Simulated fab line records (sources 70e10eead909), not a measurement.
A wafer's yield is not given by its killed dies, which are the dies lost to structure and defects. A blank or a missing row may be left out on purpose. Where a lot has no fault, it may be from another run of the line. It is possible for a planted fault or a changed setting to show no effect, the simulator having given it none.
Which of the tools did it? ; flow nand harc ; Sampling: 13 lots, 39 wafers, 5 of 1302 route steps

## WHAT THE GAUGES READ, wafer by wafer
NHARC_P_START_INSPECT_01.
lot;measured;on;raw defect count
L409;day 2 06:02;defect inspect-01;8 3 3
L410;day 2 16:02;defect inspect-01;6 2 5
L411;day 3 02:02;defect inspect-01;5 2 2
L412;day 3 12:02;defect inspect-02;4 5 3
L414;day 4 08:02;defect inspect-01;7 2 3
L415;day 4 18:02;defect inspect-01;3 3 2
L416;day 5 04:02;defect inspect-02;6 3 4
L418;day 6 00:02;defect inspect-02;6 6 4
L420;day 6 20:02;defect inspect-02;4 4 7
L422;day 7 16:02;defect inspect-01;6 4 1
L429;day 10 14:02;defect inspect-02;2 5 3
L430;day 11 00:03;defect inspect-02;3 1 6
L431;day 11 10:03;defect inspect-01;3 4 6

NHARC_P_ZERO_WELL_CD_MEAS_24: the cd target is 720 nm.
lot;measured;on;cd nm (nm)
L409;day 2 08:36;cd sem-03;714.5 718.0 718.4
L410;day 2 18:39;cd sem-03;719.5 719.4 718.8
L411;day 3 04:42;cd sem-02;719.0 719.0 719.7
L412;day 3 14:44;cd sem-01;719.7 720.0 719.8
L414;day 4 10:49;cd sem-03;714.6 719.3 717.0
L415;day 4 20:55;cd sem-01;717.5 718.8 720.0
L416;day 5 06:31;cd sem-01;719.4 719.4 718.8
L418;day 6 04:34;cd sem-02;720.2 721.6 720.6
L420;day 6 22:28;cd sem-03;- - -
L422;day 7 18:32;cd sem-02;721.1 720.4 721.7
L429;day 10 16:31;cd sem-03;719.3 719.2 716.9
L430;day 11 02:28;cd sem-03;719.9 719.1 717.3
L431;day 11 12:35;cd sem-01;722.4 721.0 720.4

NHARC_P_STI_INSPECT_11.
lot;measured;on;raw defect count
L409;day 3 07:29;defect inspect-01;2 6 7
L410;day 3 16:38;defect inspect-02;7 4 3
L411;day 4 03:31;defect inspect-02;4 7 4
L412;day 4 13:10;defect inspect-01;8 4 4
L414;day 5 07:41;defect inspect-02;12 1 2
L415;day 5 20:56;defect inspect-01;2 5 9
L416;day 6 04:09;defect inspect-01;8 10 5
L418;day 7 01:56;defect inspect-01;6 6 8
L422;day 8 14:11;defect inspect-02;5 5 5
L429;day 11 14:08;defect inspect-02;7 4 8
L430;day 11 22:39;defect inspect-01;13 6 11
L431;day 12 11:07;defect inspect-02;5 5 7

NHARC_P_STI_CD_MEAS_16.
lot;measured;on;cd nm (nm)
L409;day 3 08:03;cd sem-01;200.9 202.5 200.5
L410;day 3 17:12;cd sem-03;202.9 199.9 205.0
L411;day 4 04:05;cd sem-01;201.8 200.1 201.4
L412;day 4 13:45;cd sem-02;197.8 198.4 196.1
L414;day 5 08:16;cd sem-01;198.8 201.5 201.1
L415;day 5 21:31;cd sem-03;204.4 200.2 203.4
L416;day 6 04:43;cd sem-02;198.7 195.8 199.0
L418;day 7 02:30;cd sem-02;198.2 201.3 198.2
L422;day 8 14:45;cd sem-02;198.3 200.5 203.5
L429;day 11 14:42;cd sem-03;203.3 201.0 203.7
L430;day 11 23:13;cd sem-02;200.9 197.0 198.3
L431;day 12 11:43;cd sem-02;201.4 196.2 197.6

## EACH LOT AND THE TOOL THAT RAN IT (in order: tool; ch and the chambers of the sampled wafers; start)
lot;NHARC_P_ZERO_WELL_EXPOSE_21
L409;krf scanner-04 ch 0, day 2 08:26
L410;krf scanner-03 ch 0, day 2 18:29
L411;krf scanner-02 ch 0, day 3 04:32
L412;krf scanner-04 ch 0, day 3 14:35
L414;krf scanner-03 ch 0, day 4 10:40
L415;krf scanner-02 ch 0, day 4 20:46
L416;krf scanner-03 ch 0, day 5 06:22
L418;krf scanner-04 ch 0, day 6 04:25
L420;krf scanner-03 ch 0, day 6 22:19
L422;krf scanner-04 ch 0, day 7 18:23
L429;krf scanner-03 ch 0, day 10 16:22
L430;krf scanner-04 ch 0, day 11 02:19
L431;krf scanner-03 ch 0, day 11 12:26
- NHARC_P_ZERO_WELL_EXPOSE_21: exposes mask P NWELL, target cd 720 nm.

## AS READ BY THE TOOLS THEMSELVES (means over the sampled wafers that have a number; for cases with no such wafer, the mark the record gives instead)
The record holds no such reading with a usual standard deviation.

## THE ANSWER, worked out from the rows above alone
Rule: the lots themselves supply what counts as usual. Put in order of their means at a reading, lots are off if they are a third of the lots or fewer, leave a main group of 4 or more, and stand apart from it by a gap of 3 or more times the standard deviation of the main group's means; of several such gaps the widest counts. Not used: any main group whose means are identical at the precision the tables above print for the reading. A lot without any number at a reading at which 4 lots or more have one is off too. Any other lot the step has rows for is counted as sound. First the gauges in route order, then the tools' own readings, where a lot's mean is used as printed above. At the first step where some lot is off, the reading lying furthest off is the one used; lots without a number count as furthest.
Off at NHARC_P_ZERO_WELL_CD_MEAS_24 (cd nm): L420. Without a number there: L420. The main group: mean 719.2 nm, standard deviation 1.3.
If a tool, at a process step before that reading, ran all the lots that are off and no sound lot after the first of them, it fits. The gauges at NHARC_P_ZERO_WELL_CD_MEAS_24 are tried like those tools. Not one of the candidates tried fits.

## WHAT THE SIMULATOR HAD PUT IN
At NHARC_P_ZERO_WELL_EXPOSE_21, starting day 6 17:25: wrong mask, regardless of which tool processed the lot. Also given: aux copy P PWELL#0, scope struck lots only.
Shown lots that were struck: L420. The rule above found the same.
